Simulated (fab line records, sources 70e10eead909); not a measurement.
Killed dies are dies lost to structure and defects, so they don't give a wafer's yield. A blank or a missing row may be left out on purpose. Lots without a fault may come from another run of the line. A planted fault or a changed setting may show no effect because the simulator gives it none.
fab line records | flow nand_harc
record lots=24 wafers=72 last_day=33
route steps=1302 shown A_CHANNEL_HOLE_D1@466 A_CHANNEL_FILL_D1@506
lots that met no fault: from a run of the same line without faults
start_h: hours from the record's first day to the start of the lot's first wafer shown | wait_h: hours since the lot's step before | " the same as in the row above | L1.1+2: a row that stands for several wafers | - no value, or no start given | * or withheld: withheld | < > ~ a bound
route shown NAME@n: a module of which the file shows steps, and the number in the route of the first | usual: mean/standard deviation of fault-free wafers | same: alike in all rows | chamber/n: place in a boat | sites: the reading at each site | _std_site: their standard deviation | _edge_site: outer sites' mean less inner sites' | radius_mm: how far each site lies from the wafer's centre | mask NAME#n: copy n | behind: the tool/chamber that last shaped the wafer | hold: why the lot was held/for how many hours/how that ended | device: the transistor (n, p or np) that didn't switch | end of line: the same wafers' tests at the end of the route | a step without rows: its recipe alone | killed: dies lost to structure and defects at the first sort, not the wafer's yield | map: a wafer's dies, x killed, . not, _ none there
set.NAME: the setting as run; set.NAME@STEP: as run at that earlier step | model.NAME: the simulator's own value behind a step, which no gauge read
steps of the route over a sample of lots; a table a step, a row a wafer
services: from which hour (start_h, from the record's first day; less than 0 if before it) a tool's chamber was out of use, for how many hours, and why
## steps
# step NHARC_A_CHANNEL_HOLE_D1_ETCH_38
# recipe target_depth_a=390 over_etch_frac=0.3 time_s=65 ion_energy_ev=80 cf4_flow_sccm=150 ar_flow_sccm=0 rf_w=300 bias_w=100 chemistry=CF4
# usual drypump_motor_current_A=5.7/0.44 oes_product_au=1.001/0.011 rf_vpp_V=151.6/1.2 showerhead_plenum_p_Torr=1.79/0.08 throttle_valve_pct=13.284/0.0091
# columns lot.wafer tool chamber start_h wait_h drypump_motor_current_A oes_product_au rf_hours_counter_h rf_vpp_V showerhead_plenum_p_Torr throttle_valve_pct
L074.1 rie_diel-04 0 171.03 0.1 5.8 0.972 16 153.5 1.81 13.275
L074.4 " 1 " " 6.4 1.004 14 151.8 1.86 13.291
L074.2 " 2 " " 5.2 0.988 14 150.7 1.71 13.279
L075.2 rie_diel-12 2 187.94 0.1 6.2 1.012 27 150.5 1.72 13.287
L075.6 " 3 " " 5.8 1.023 - 151.7 1.66 13.299
L075.5 " 0 " " 5.9 0.987 - 150.4 1.65 13.279
L076.1 rie_diel-04 3 195.08 0.1 5.2 1.008 1 152.3 1.86 13.279
L076.2 " 0 " " 5.8 1.013 0 153.0 1.81 13.280
L076.5 " 3 " " 5.2 1.008 - 153.5 1.86 13.293
L077.2 rie_diel-04 1 207.03 0.1 6.5 0.999 1 151.2 1.86 13.287
L077.3 " 2 " " 5.2 1.006 1 150.4 1.71 13.286
L077.6 " 0 " " 5.8 0.998 - 153.4 1.81 13.280
L078.1 rie_diel-04 2 217.96 0.1 5.2 1.001 2 150.1 1.71 13.302
L078.3 " 0 " " 5.8 1.000 3 151.9 1.81 13.286
L078.5 " 3 " " 5.2 1.009 - 152.7 1.86 13.272
L079.2 rie_diel-04 1 233.24 0.1 6.4 1.015 4 152.0 1.86 13.288
L079.5 " 3 " " 5.2 1.007 - 152.3 1.86 13.275
L079.6 " 0 " " 5.8 1.019 - 151.8 1.81 13.284
L080.1 rie_diel-04 3 241.21 0.1 5.2 1.013 5 152.7 1.86 13.291
L080.3 " 0 " " 5.8 1.014 5 152.3 1.81 13.289
L080.5 " 2 " " 5.1 1.013 - 151.2 1.70 13.283
L082.4 rie_diel-04 2 258.64 0.1 5.2 1.011 6 150.7 1.70 13.284
L082.1 " 0 " " 5.8 1.000 7 152.1 1.81 13.290
L082.6 " 1 " " 6.4 1.009 - 151.4 1.86 13.298
L081.4 rie_diel-01 0 259.59 0.1 5.4 0.979 13 151.8 1.79 13.273
L081.3 " 1 " " 6.3 1.005 13 150.2 1.69 13.280
L081.6 " 0 " " 5.4 0.977 - 151.8 1.79 13.265
L083.4 rie_diel-04 1 276.75 0.1 6.5 1.000 8 152.2 1.86 13.282
L083.2 " 2 " " 5.1 1.009 8 149.2 1.70 13.266
L083.6 " 1 " " 6.5 1.002 - 150.8 1.86 13.280
L085.1 rie_diel-12 0 289.12 0.1 5.9 0.996 4 152.5 1.91 13.288
L085.2 " 1 " " 5.8 0.992 6 153.6 1.84 13.281
L085.3 " 2 " " 6.2 1.003 6 150.0 1.71 13.288
L084.2 rie_diel-01 1 289.63 0.1 6.4 0.999 25 150.7 1.68 13.281
L084.3 " 0 " " 5.4 0.982 22 153.2 1.79 13.281
L084.5 " 1 " " 6.4 1.001 - 151.0 1.68 13.289
L086.3 rie_diel-01 0 302.05 0.1 5.4 0.976 29 153.2 1.79 13.297
L086.5 " 3 " " 5.8 1.001 - 153.6 1.90 13.273
L086.6 " 1 " " 6.3 0.994 - 150.7 1.68 13.269
L088.4 rie_diel-12 3 325.45 0.1 5.8 1.011 17 150.1 1.65 13.284
L088.6 " 2 " " 6.2 1.015 - 151.6 1.71 13.286
L088.5 " 3 " " 5.8 1.014 - 150.2 1.65 13.283
L087.1 rie_diel-04 2 326.18 0.1 5.2 1.013 10 150.2 1.70 13.297
L087.2 " 3 " " 5.2 1.006 10 153.1 1.86 13.294
L087.6 " 2 " " 5.2 1.022 - 151.3 1.70 13.273
L089.1 rie_diel-12 1 334.29 0.1 5.8 0.980 27 152.5 1.83 13.291
L089.3 " 0 " " 5.9 0.989 23 152.9 1.90 13.276
L089.6 " 1 " " 5.8 0.975 - 151.7 1.83 13.279
L090.3 rie_diel-04 2 338.83 0.1 5.2 1.007 11 151.2 1.70 13.279
L090.1 " 3 " " 5.2 1.006 11 151.4 1.86 13.284
L090.5 " 2 " " 5.2 1.010 - 149.9 1.70 13.297
L091.3 rie_diel-04 0 350.50 0.1 5.8 1.000 13 153.0 1.80 13.272
L091.4 " 1 " " 6.5 1.007 10 152.3 1.86 13.282
L091.6 " 0 " " 5.8 1.000 - 153.0 1.81 13.272
L092.1 rie_diel-01 1 362.23 0.1 6.3 1.008 46 149.3 1.68 13.289
L092.2 " 2 " " 5.7 1.014 34 149.8 1.65 13.277
L092.3 " 3 " " 5.8 1.004 41 153.4 1.90 13.297
L093.2 rie_diel-12 1 363.05 0.1 5.8 0.991 41 152.7 1.83 13.281
L093.1 " 2 " " 6.2 1.002 43 150.1 1.70 13.281
L093.3 " 3 " " 5.8 1.001 36 150.2 1.65 13.273
L094.1 rie_diel-12 2 377.68 0.1 6.2 1.007 48 149.8 1.70 13.277
L094.2 " 3 " " 5.8 1.004 40 149.0 1.65 13.293
L094.4 " 0 " " 5.9 0.994 39 152.9 1.90 13.272
L095.3 rie_diel-04 0 384.38 0.1 5.8 0.996 2 151.3 1.80 13.290
L095.2 " 3 " " 5.2 1.013 2 150.8 1.86 13.275
L095.6 " 1 " " 6.5 0.995 - 152.5 1.86 13.291
L096.2 rie_diel-04 2 401.33 0.1 5.2 1.009 3 150.4 1.70 13.274
L096.1 " 0 " " 5.8 1.006 3 150.1 1.80 13.279
L096.6 " 2 " " 5.2 1.003 - 150.6 1.70 13.288
L097.2 rie_diel-04 3 407.17 0.1 5.2 0.997 4 150.6 1.86 13.268
L097.3 " 0 " " 5.8 0.994 4 151.4 1.80 13.293
L097.6 " 3 " " 5.2 1.011 - 153.2 1.86 13.285
# step NHARC_A_CHANNEL_HOLE_D1_ETCH_16
# recipe target_depth_a=31000 over_etch_frac=0.3 time_s=806 ion_energy_ev=150 o2_flow_sccm=400 cos_flow_sccm=20 ar_flow_sccm=0 rf_w=500 bias_w=300 chemistry=O2/COS
# usual drypump_motor_current_A=5.7/0.43 oes_product_au=1.000/0.0096 rf_vpp_V=314.6/2.1 showerhead_plenum_p_Torr=3.15/0.15 throttle_valve_pct=28.331/0.009
# columns lot.wafer tool chamber start_h wait_h drypump_motor_current_A oes_product_au rf_hours_counter_h rf_vpp_V showerhead_plenum_p_Torr throttle_valve_pct
L074.4 rie_diel-04 1 - - 6.5 0.993 14 316.4 3.28 28.333
L074.2 " 2 " " 5.2 0.994 14 313.3 3.01 28.324
L074.1 " 0 " " 5.8 0.985 16 315.8 3.19 28.329
L075.2 rie_diel-12 0 - - 5.9 0.988 35 310.1 2.91 28.334
L075.6 " 3 " " 5.8 1.016 - 312.4 2.93 28.324
L075.5 " 0 " " 5.9 0.987 - 311.8 2.91 28.328
L076.2 rie_diel-04 0 - - 5.8 1.003 1 314.2 3.19 28.333
L076.1 " 2 " " 5.2 1.008 1 314.0 3.01 28.338
L076.5 " 0 " " 5.8 1.002 - 315.4 3.19 28.342
L077.3 rie_diel-04 1 - - 6.4 1.003 1 315.9 3.28 28.324
L077.2 " 2 " " 5.2 1.008 1 312.9 3.01 28.333
L077.6 " 1 " " 6.5 0.999 - 317.6 3.28 28.334
L078.3 rie_diel-04 2 - - 5.2 1.008 3 313.5 3.01 28.326
L078.1 " 3 " " 5.2 1.014 3 315.2 3.29 28.332
L078.5 " 1 " " 6.4 1.010 - 315.8 3.28 28.335
L079.2 rie_diel-04 2 - - 5.2 1.003 4 313.5 3.01 28.321
L079.5 " 2 " " 5.2 1.011 - 311.3 3.01 28.325
L079.6 " 3 " " 5.2 1.007 - 317.3 3.29 28.333
L080.3 rie_diel-04 1 - - 6.5 1.003 5 316.1 3.28 28.323
L080.1 " 2 " " 5.2 1.006 4 313.5 3.01 28.337
L080.5 " 3 " " 5.3 1.004 - 316.4 3.29 28.330
L082.4 rie_diel-04 3 - - 5.2 0.995 7 316.5 3.28 28.331
L082.1 " 0 " " 5.8 1.000 7 315.5 3.19 28.327
L082.6 " 2 " " 5.2 1.014 - 312.5 3.01 28.330
L081.3 rie_diel-01 1 - - 6.4 1.004 13 312.0 2.98 28.330
L081.4 " 3 " " 5.8 0.991 11 317.3 3.37 28.332
L081.6 " 2 " " 5.7 1.007 - 311.7 2.92 28.321
L083.4 rie_diel-04 3 - - 5.2 1.003 7 314.7 3.28 28.326
L083.2 " 0 " " 5.8 0.994 9 315.1 3.19 28.340
L083.6 " 3 " " 5.2 0.989 - 316.3 3.28 28.340
L085.3 rie_diel-12 1 - - 5.8 0.983 6 315.4 3.25 28.336
L085.1 " 3 " " 5.8 1.016 4 310.7 2.92 28.322
L085.2 " 0 " " 5.9 0.989 4 317.0 3.37 28.322
L084.3 rie_diel-01 1 - - 6.4 1.001 26 310.3 2.97 28.340
L084.2 " 3 " " 5.8 0.999 20 316.9 3.36 28.335
L084.5 " 3 " " 5.8 0.996 - 317.7 3.36 28.335
L086.3 rie_diel-01 0 - - 5.4 0.984 29 316.0 3.16 28.334
L086.6 " 0 " " 5.4 0.978 - 313.9 3.16 28.338
L086.5 " 1 " " 6.4 1.000 - 311.7 2.97 28.332
L088.4 rie_diel-12 1 - - 5.8 0.981 21 316.4 3.24 28.337
L088.5 " 1 " " 5.8 0.979 - 315.1 3.24 28.340
L088.6 " 2 " " 6.2 1.001 - 312.2 3.01 28.341
L087.1 rie_diel-04 2 - - 5.2 1.008 11 310.3 3.00 28.320
L087.2 " 0 " " 5.8 0.999 11 315.0 3.19 28.330
L087.6 " 0 " " 5.8 1.001 - 314.3 3.19 28.325
L089.1 rie_diel-12 1 - - 5.8 0.988 28 315.8 3.24 28.328
L089.3 " 2 " " 6.2 1.012 27 313.0 3.01 28.330
L089.6 " 1 " " 5.8 0.987 - 317.2 3.24 28.352
L090.3 rie_diel-04 2 - - 5.2 1.007 12 312.0 3.00 28.337
L090.1 " 0 " " 5.8 1.002 13 315.7 3.19 28.314
L090.5 " 3 " " 5.2 1.003 - 315.5 3.28 28.341
L091.4 rie_diel-04 1 - - 6.4 0.990 11 315.6 3.28 28.346
L091.3 " 2 " " 5.2 1.003 13 312.5 3.00 28.336
L091.6 " 0 " " 5.8 1.003 - 314.7 3.19 28.315
L092.1 rie_diel-01 3 - - 5.8 0.984 42 317.6 3.35 28.326
L092.2 " 0 " " 5.4 0.985 41 314.3 3.15 28.331
L092.3 " 1 " " 6.4 1.005 46 311.1 2.96 28.350
L093.1 rie_diel-12 2 - - 6.2 1.006 43 312.0 3.00 28.333
L093.3 " 0 " " 5.9 0.988 34 317.0 3.35 28.340
L093.2 " 1 " " 5.7 0.984 41 316.2 3.23 28.333
L094.2 rie_diel-12 0 - - 5.9 0.986 39 317.5 3.35 28.320
L094.4 " 1 " " 5.7 0.992 47 317.7 3.23 28.345
L094.1 " 2 " " 6.2 0.998 48 313.0 3.00 28.334
L095.2 rie_diel-04 2 - - 5.2 1.016 2 312.1 3.00 28.341
L095.3 " 1 " " 6.4 0.992 2 316.4 3.28 28.323
L095.6 " 3 " " 5.3 1.016 - 317.1 3.28 28.322
L096.1 rie_diel-04 1 - - 6.5 1.004 3 313.8 3.28 28.322
L096.2 " 0 " " 5.8 1.003 3 315.2 3.19 28.333
L096.6 " 1 " " 6.4 0.991 - 317.1 3.28 28.319
L097.2 rie_diel-04 1 - - 6.4 0.996 4 315.3 3.28 28.339
L097.3 " 2 " " 5.2 1.004 4 313.2 3.00 28.328
L097.6 " 2 " " 5.2 0.999 - 313.5 3.00 28.318
# step NHARC_A_CHANNEL_HOLE_D1_ETCH_19
# recipe bias_v=1200 source_w=2500 pressure_mtorr=15 time_s=34.5 ar_flow_sccm=375 c4f8_flow_sccm=28.8 o2_flow_sccm=96.2 temp_c=-20 target_depth_a=* chemistry=C4F8/O2/Ar
# usual drypump_motor_current_A=5.67/0.29 showerhead_plenum_p_Torr=3.72/0.032 throttle_valve_pct=37.037/0.0093
# columns lot.wafer tool chamber start_h wait_h drypump_motor_current_A rf_hours_counter_h showerhead_plenum_p_Torr throttle_valve_pct
L074.1 har_etch-02 0 172.13 0.1 5.33 291 3.75 37.040
L074.2 " 1 " " 6.06 291 3.77 37.034
L074.4 " 0 " " 5.34 - 3.75 37.033
L075.2 har_etch-02 1 189.10 0.1 6.10 302 3.77 37.040
L075.6 " 0 " " 5.32 - 3.74 37.033
L075.5 " 1 " " 6.07 - 3.77 37.051
L076.2 har_etch-01 1 196.17 0.1 5.65 92 3.72 37.036
L076.1 " 0 " " 5.63 92 3.78 37.022
L076.5 " 1 " " 5.64 - 3.72 37.049
L077.2 har_etch-02 1 208.26 0.1 6.05 314 3.76 37.042
L077.3 " 0 " " 5.34 - 3.74 37.041
L077.6 " 0 " " 5.33 - 3.74 37.027
L078.1 har_etch-02 0 219.08 0.1 5.32 317 3.73 37.050
L078.3 " 1 " " 6.09 - 3.76 37.035
L078.5 " 1 " " 6.08 - 3.76 37.037
L079.2 har_etch-02 0 234.33 0.1 5.34 329 3.73 37.033
L079.5 " 0 " " 5.32 - 3.73 37.039
L079.6 " 1 " " 6.07 - 3.75 37.041
L080.1 har_etch-02 0 242.29 0.1 5.32 333 3.73 37.018
L080.3 " 1 " " 6.07 - 3.75 37.036
L080.5 " 0 " " 5.32 - 3.73 37.016
L082.1 har_etch-02 1 259.74 0.1 6.12 336 3.75 37.044
L082.4 " 0 " " 5.33 - 3.72 37.028
L082.6 " 1 " " 6.09 - 3.75 37.046
L081.4 har_etch-01 1 260.72 0.1 5.66 - 3.70 37.033
L081.3 " 0 " " 5.64 - 3.76 37.031
L081.6 " 1 " " 5.64 - 3.70 37.029
L083.2 har_etch-02 0 278.97 1.2 5.31 352 3.71 37.039
L083.4 " 0 " " 5.34 - 3.71 37.057
L083.6 " 0 " " 5.34 - 3.71 37.035
L085.2 har_etch-02 0 290.21 0.1 5.32 360 3.71 37.045
L085.1 " 1 " " 6.03 360 3.73 37.030
L085.3 " 0 " " 5.32 - 3.71 37.031
L084.2 har_etch-01 1 291.08 0.1 5.67 149 3.69 37.048
L084.3 " 0 " " 5.68 - 3.74 37.049
L084.5 " 0 " " 5.64 - 3.74 37.027
L086.3 har_etch-01 0 305.14 1.9 5.63 - 3.74 37.044
L086.5 " 1 " " 5.65 - 3.68 37.031
L086.6 " 0 " " 5.64 - 3.74 37.038
L088.4 har_etch-02 1 326.58 0.1 6.07 - 3.72 37.044
L088.6 " 1 " " 6.08 - 3.72 37.046
L088.5 " 0 " " 5.30 - 3.70 37.034
L087.1 har_etch-01 1 327.46 0.1 5.63 168 3.68 37.010
L087.2 " 0 " " 5.63 168 3.73 37.033
L087.6 " 1 " " 5.66 - 3.68 37.036
L089.1 har_etch-02 1 335.50 0.1 6.07 386 3.72 37.039
L089.3 " 1 " " 6.07 - 3.72 37.046
L089.6 " 1 " " 6.08 - 3.72 37.032
L090.1 har_etch-01 0 340.13 0.1 5.64 176 3.73 37.030
L090.3 " 1 " " 5.67 - 3.67 37.026
L090.5 " 1 " " 5.65 - 3.67 37.041
L091.3 har_etch-02 1 351.85 0.1 6.10 - 3.71 37.048
L091.4 " 0 " " 5.32 - 3.69 37.031
L091.6 " 1 " " 6.06 - 3.72 37.039
L092.2 har_etch-01 1 363.32 0.1 5.65 187 3.67 37.026
L092.1 " 0 " " 5.62 187 3.72 37.035
L092.3 " 1 " " 5.65 - 3.67 37.039
L093.1 har_etch-02 0 366.23 2.1 5.33 402 3.69 37.034
L093.2 " 1 " " 6.05 402 3.71 37.036
L093.3 " 1 " " 6.07 - 3.71 37.037
L094.1 har_etch-01 1 378.78 0.1 5.65 199 3.66 37.032
L094.2 " 0 " " 5.61 199 3.72 37.039
L094.4 " 1 " " 5.66 - 3.66 37.025
L095.2 har_etch-01 1 385.47 0.1 5.66 203 3.66 37.032
L095.3 " 1 " " 5.64 - 3.66 37.042
L095.6 " 0 " " 5.65 - 3.71 37.045
L096.2 har_etch-02 0 404.58 2.2 5.33 8 3.68 37.046
L096.1 " 1 " " 6.09 8 3.70 37.031
L096.6 " 1 " " 6.11 - 3.70 37.046
L097.2 har_etch-01 0 408.26 0.1 5.63 221 3.70 37.046
L097.3 " 0 " " 5.62 - 3.70 37.040
L097.6 " 0 " " 5.62 - 3.70 37.007
# step NHARC_A_CHANNEL_HOLE_D1_ETCH_23
# recipe bias_v=5000 source_w=withheld pressure_mtorr=20 time_s=819 ar_flow_sccm=375 c4f8_flow_sccm=89.3 o2_flow_sccm=35.7 temp_c=-20 target_depth_a=16000 chemistry=C4F8/O2/Ar
# usual drypump_motor_current_A=5.67/0.28 showerhead_plenum_p_Torr=3.68/0.03 throttle_valve_pct=32.154/0.0091
# columns lot.wafer tool chamber start_h wait_h drypump_motor_current_A rf_hours_counter_h showerhead_plenum_p_Torr throttle_valve_pct
L074.1 har_etch-02 0 173.56 0.5 5.33 292 3.71 32.149
L074.2 " 1 " " 6.07 292 3.73 32.159
L074.4 " 0 " " 5.33 - 3.71 32.164
L075.2 har_etch-02 1 190.61 0.5 6.08 303 3.72 32.153
L075.6 " 0 " " 5.33 - 3.70 32.137
L075.5 " 1 " " 6.09 - 3.72 32.155
L076.2 har_etch-01 1 197.61 0.5 5.66 94 3.68 32.138
L076.1 " 0 " " 5.64 94 3.73 32.144
L076.5 " 1 " " 5.67 - 3.68 32.151
L077.2 har_etch-02 1 209.70 0.5 6.07 315 3.72 32.134
L077.3 " 0 " " 5.33 - 3.69 32.174
L077.6 " 0 " " 5.34 - 3.69 32.164
L078.1 har_etch-02 0 220.61 0.5 5.31 319 3.69 32.147
L078.3 " 1 " " 6.08 - 3.71 32.164
L078.5 " 1 " " 6.09 - 3.71 32.163
L079.2 har_etch-02 0 235.76 0.5 5.33 330 3.69 32.156
L079.5 " 0 " " 5.35 - 3.69 32.159
L079.6 " 1 " " 6.09 - 3.71 32.149
L080.1 har_etch-02 0 243.73 0.5 5.33 334 3.68 32.157
L080.3 " 1 " " 6.06 - 3.71 32.156
L080.5 " 0 " " 5.33 - 3.68 32.148
L082.1 har_etch-02 1 261.27 0.5 6.05 338 3.70 32.165
L082.4 " 0 " " 5.33 - 3.68 32.146
L082.6 " 1 " " 6.09 - 3.70 32.168
L081.4 har_etch-01 1 262.36 0.5 5.65 - 3.66 32.154
L081.3 " 0 " " 5.61 - 3.71 32.155
L081.6 " 1 " " 5.66 - 3.66 32.151
L083.2 har_etch-02 0 280.40 0.5 5.34 353 3.67 32.148
L083.4 " 0 " " 5.32 - 3.67 32.159
L083.6 " 0 " " 5.31 - 3.67 32.155
L085.2 har_etch-02 0 291.65 0.5 5.31 361 3.67 32.160
L085.1 " 1 " " 6.06 361 3.69 32.159
L085.3 " 0 " " 5.33 - 3.67 32.146
L084.2 har_etch-01 1 292.52 0.5 5.66 151 3.65 32.145
L084.3 " 0 " " 5.62 - 3.70 32.156
L084.5 " 0 " " 5.62 - 3.70 32.148
L086.3 har_etch-01 0 306.86 0.5 5.62 - 3.70 32.147
L086.5 " 1 " " 5.65 - 3.64 32.161
L086.6 " 0 " " 5.63 - 3.70 32.162
L088.4 har_etch-02 1 328.21 0.5 6.04 - 3.68 32.140
L088.6 " 1 " " 6.03 - 3.68 32.158
L088.5 " 0 " " 5.32 - 3.66 32.159
L087.1 har_etch-01 1 328.88 0.5 5.68 170 3.64 32.167
L087.2 " 0 " " 5.63 170 3.69 32.154
L087.6 " 1 " " 5.65 - 3.64 32.170
L089.1 har_etch-02 1 336.94 0.5 6.06 388 3.68 32.148
L089.3 " 1 " " 6.07 - 3.68 32.154
L089.6 " 1 " " 6.07 - 3.68 32.166
L090.1 har_etch-01 0 341.67 0.5 5.60 177 3.69 32.166
L090.3 " 1 " " 5.68 - 3.63 32.131
L090.5 " 1 " " 5.67 - 3.63 32.154
L091.3 har_etch-02 1 353.47 0.5 6.03 - 3.67 32.145
L091.4 " 0 " " 5.32 - 3.65 32.155
L091.6 " 1 " " 6.06 - 3.67 32.146
L092.2 har_etch-01 1 364.75 0.5 5.64 189 3.62 32.151
L092.1 " 0 " " 5.63 189 3.68 32.165
L092.3 " 1 " " 5.65 - 3.63 32.148
L093.1 har_etch-02 0 367.67 0.5 5.33 403 3.65 32.155
L093.2 " 1 " " 6.07 403 3.67 32.154
L093.3 " 1 " " 6.08 - 3.67 32.170
L094.1 har_etch-01 1 380.20 0.5 5.66 200 3.62 32.169
L094.2 " 0 " " 5.63 200 3.67 32.162
L094.4 " 1 " " 5.69 - 3.62 32.162
L095.2 har_etch-01 1 386.92 0.5 5.67 204 3.62 32.137
L095.3 " 1 " " 5.67 - 3.62 32.177
L095.6 " 0 " " 5.63 - 3.67 32.142
L096.2 har_etch-02 0 406.01 0.5 5.32 9 3.64 32.139
L096.1 " 1 " " 6.07 9 3.66 32.155
L096.6 " 1 " " 6.05 - 3.66 32.138
L097.2 har_etch-01 0 409.72 0.5 5.63 223 3.66 32.162
L097.3 " 0 " " 5.65 - 3.66 32.154
L097.6 " 0 " " 5.60 - 3.66 32.172
# step NHARC_A_CHANNEL_FILL_D1_THK_MEAS_06
# recipe thk_meas_gauge=ellipsometry
# usual thk_nm=5.0/1
# columns lot.wafer tool chamber start_h wait_h thk_nm
L074.1 film_metro-01 - 213.76 0.4 5.0
L074.2 " - " " 6.2
L074.4 " - " " 7.2
L075.2 film_metro-01 - 230.99 0.4 4.2
L075.5 " - " " 4.7
L075.6 " - " " 6.2
L076.1 film_metro-01 - 245.36 0.4 3.8
L076.2 " - " " 3.7
L076.5 " - " " 4.6
L077.2 film_metro-01 - 253.70 0.4 4.2
L077.3 " - " " 5.9
L077.6 " - " " 4.9
L078.1 film_metro-02 - 265.21 0.4 5.9
L078.3 " - " " 3.8
L078.5 " - " " 4.4
L079.2 film_metro-01 - 276.19 0.4 3.6
L079.5 " - " " 2.7
L079.6 " - " " 5.8
L080.1 film_metro-02 - 284.36 0.4 5.4
L080.3 " - " " 6.1
L080.5 " - " " 4.4
L082.1 film_metro-01 - 301.78 0.4 4.8
L082.4 " - " " 4.8
L082.6 " - " " 4.0
L081.3 film_metro-02 - 301.78 0.4 5.1
L081.4 " - " " 3.1
L081.6 " - " " 4.4
L083.2 film_metro-02 - 323.77 0.4 3.8
L083.4 " - " " 5.1
L083.6 " - " " 6.2
L085.1 film_metro-01 - 334.30 0.4 4.0
L085.2 " - " " 5.1
L085.3 " - " " 3.3
L084.2 film_metro-02 - 334.30 0.4 6.4
L084.3 " - " " 6.0
L084.5 " - " " 4.7
L086.3 film_metro-02 - 347.43 0.4 4.0
L086.5 " - " " 4.3
L086.6 " - " " 5.6
L087.1 film_metro-01 - 368.44 0.4 2.2
L087.2 " - " " 4.9
L087.6 " - " " 5.5
L088.4 film_metro-02 - 368.44 0.4 2.9
L088.5 " - " " 6.4
L088.6 " - " " 4.3
L089.1 film_metro-01 - 378.94 0.4 5.5
L089.3 " - " " 4.6
L089.6 " - " " 3.5
L090.1 film_metro-01 - 378.95 0.4 4.2
L090.3 " - " " 3.9
L090.5 " - " " 5.6
L091.3 film_metro-02 - 393.85 0.4 5.8
L091.4 " - " " 5.8
L091.6 " - " " 2.4
L093.1 film_metro-01 - 405.64 0.4 6.2
L093.2 " - " " 4.6
L093.3 " - " " 6.2
L092.1 film_metro-02 - 405.64 0.4 5.0
L092.2 " - " " 4.9
L092.3 " - " " 5.6
L094.1 film_metro-02 - 420.62 0.4 6.4
L094.2 " - " " 3.5
L094.4 " - " " 3.9
L095.2 film_metro-02 - 429.93 0.4 4.3
L095.3 " - " " 5.4
L095.6 " - " " 5.7
L096.1 film_metro-02 - 446.40 0.4 5.3
L096.2 " - " " 4.0
L096.6 " - " " 2.3
L097.2 film_metro-01 - 450.35 0.4 5.2
L097.3 " - " " 6.1
L097.6 " - " " 7.3
# step NHARC_A_CHANNEL_FILL_D1_ETCHBACK_08
# recipe target_depth_a=2200 time_s=110 c4f8_flow_sccm=20 ar_flow_sccm=withheld rf_w=600 bias_w=300 chemistry=C4F8
# usual oes_product_au=0.96/0.039 rf_vpp_V=441.4/2.3
# columns lot.wafer tool chamber start_h wait_h oes_product_au rf_hours_counter_h rf_vpp_V
L074.2 rie_diel-09 2 - - 1.01 3 445.1
L074.4 " 3 " " 1.00 3 441.3
L074.1 " 1 " " 1.02 3 441.6
L075.2 rie_diel-10 3 - - 0.92 10 437.2
L075.5 " 1 " " 0.92 - 436.9
L075.6 " 2 " " 0.93 - 442.6
L076.2 rie_diel-09 2 - - 0.94 4 444.3
L076.1 " 1 " " 0.94 4 441.4
L076.5 " 2 " " 0.94 - 444.1
L077.3 rie_diel-10 3 - - 1.00 0 436.5
L077.2 " 1 " " 0.99 0 437.8
L077.6 " 2 " " 1.01 - 444.1
L078.3 rie_diel-11 0 - - 1.00 0 440.7
L078.1 " 1 " " 1.02 0 442.9
L078.5 " 3 " " 1.01 - 439.2
L079.2 rie_diel-09 1 - - 0.93 6 441.5
L079.6 " 1 " " 0.94 - 440.9
L079.5 " 2 " " 0.92 - 443.7
L080.1 rie_diel-09 1 - - 0.93 6 441.3
L080.3 " 3 " " 0.92 6 439.5
L080.5 " 2 " " 0.92 - 443.9
L082.4 rie_diel-11 1 - - 1.01 2 442.5
L082.1 " 2 " " 1.00 2 444.8
L082.6 " 0 " " 0.99 - 441.3
L081.4 rie_diel-10 3 - - 0.99 3 436.9
L081.3 " 0 " " 1.00 3 439.7
L081.6 " 2 " " 1.00 - 442.3
L083.2 rie_diel-11 1 - - 1.00 3 442.0
L083.4 " 3 " " 1.00 3 439.8
L083.6 " 2 " " 1.00 - 443.6
L085.3 rie_diel-11 1 - - 0.93 3 443.7
L085.1 " 3 " " 0.93 3 440.9
L085.2 " 0 " " 0.93 3 440.9
L084.2 rie_diel-09 0 - - 0.99 1 443.6
L084.3 " 1 " " 1.02 0 441.8
L084.5 " 1 " " 1.02 - 440.2
L086.3 rie_diel-09 2 - - 1.01 1 445.2
L086.6 " 3 " " 0.98 - 441.9
L086.5 " 0 " " 1.00 - 444.1
L087.1 rie_diel-10 3 - - 0.92 8 435.0
L087.2 " 1 " " 0.93 10 438.0
L087.6 " 3 " " 0.92 - 436.8
L088.4 rie_diel-09 3 - - 1.00 2 440.0
L088.6 " 1 " " 1.03 - 439.4
L088.5 " 2 " " 1.00 - 445.0
L090.3 rie_diel-11 2 - - 0.98 4 443.0
L090.1 " 0 " " 1.01 4 441.8
L090.5 " 3 " " 1.02 - 439.7
L089.3 rie_diel-09 3 - - 0.91 2 438.9
L089.1 " 0 " " 0.92 2 443.4
L089.6 " 1 " " 0.94 - 441.3
L091.3 rie_diel-10 1 - - 0.93 12 438.0
L091.4 " 2 " " 0.91 11 444.3
L091.6 " 0 " " 0.92 - 440.5
L093.2 rie_diel-10 1 - - 0.92 13 437.9
L093.3 " 2 " " 0.92 12 443.8
L093.1 " 0 " " 0.92 11 440.6
L092.2 rie_diel-09 0 - - 0.99 4 441.5
L092.1 " 1 " " 1.02 3 441.1
L092.3 " 3 " " 0.99 4 440.8
L094.2 rie_diel-11 3 - - 0.93 7 438.2
L094.1 " 0 " " 0.93 7 441.0
L094.4 " 0 " " 0.93 - 441.0
L095.3 rie_diel-09 0 - - 0.92 5 443.3
L095.2 " 1 " " 0.94 4 441.1
L095.6 " 3 " " 0.91 - 441.4
L096.1 rie_diel-10 2 - - 0.94 1 443.0
L096.2 " 1 " " 0.94 1 439.2
L096.6 " 3 " " 0.91 - 437.8
L097.3 rie_diel-09 0 - - 0.93 5 443.9
L097.2 " 3 " " 0.91 6 441.3
L097.6 " 0 " " 0.93 - 443.8
## services
# columns tool chamber start_h hours kind
rie_diel-01 3 157.35 2.9 repair
rie_diel-12 2 167.76 10.3 repair
rie_diel-04 - 177.90 9.0 pm
rie_diel-12 3 192.68 3.1 repair
rie_diel-01 - 204.57 9.0 pm
rie_diel-12 - 242.81 0.4 repair
rie_diel-04 3 262.61 12.8 repair
rie_diel-12 - 268.49 9.0 pm
rie_diel-09 3 275.11 9.4 repair
rie_diel-01 2 288.57 21.9 repair
rie_diel-04 - 290.35 15.8 repair
rie_diel-01 0 306.25 14.8 repair
rie_diel-09 - 320.15 9.0 pm
rie_diel-04 1 325.86 15.0 repair
rie_diel-04 - 350.92 0.2 repair
rie_diel-04 - 354.90 9.0 pm
rie_diel-01 3 377.64 4.2 repair
rie_diel-09 2 377.73 7.3 repair
har_etch-02 - 378.38 17.0 pm
rie_diel-09 2 430.54 1.7 repair
rie_diel-09 1 442.83 5.2 repair
rie_diel-09 - 443.49 1.4 repair
rie_diel-09 0 444.95 6.4 repair
rie_diel-12 - 445.49 9.0 pm
## key
fault none
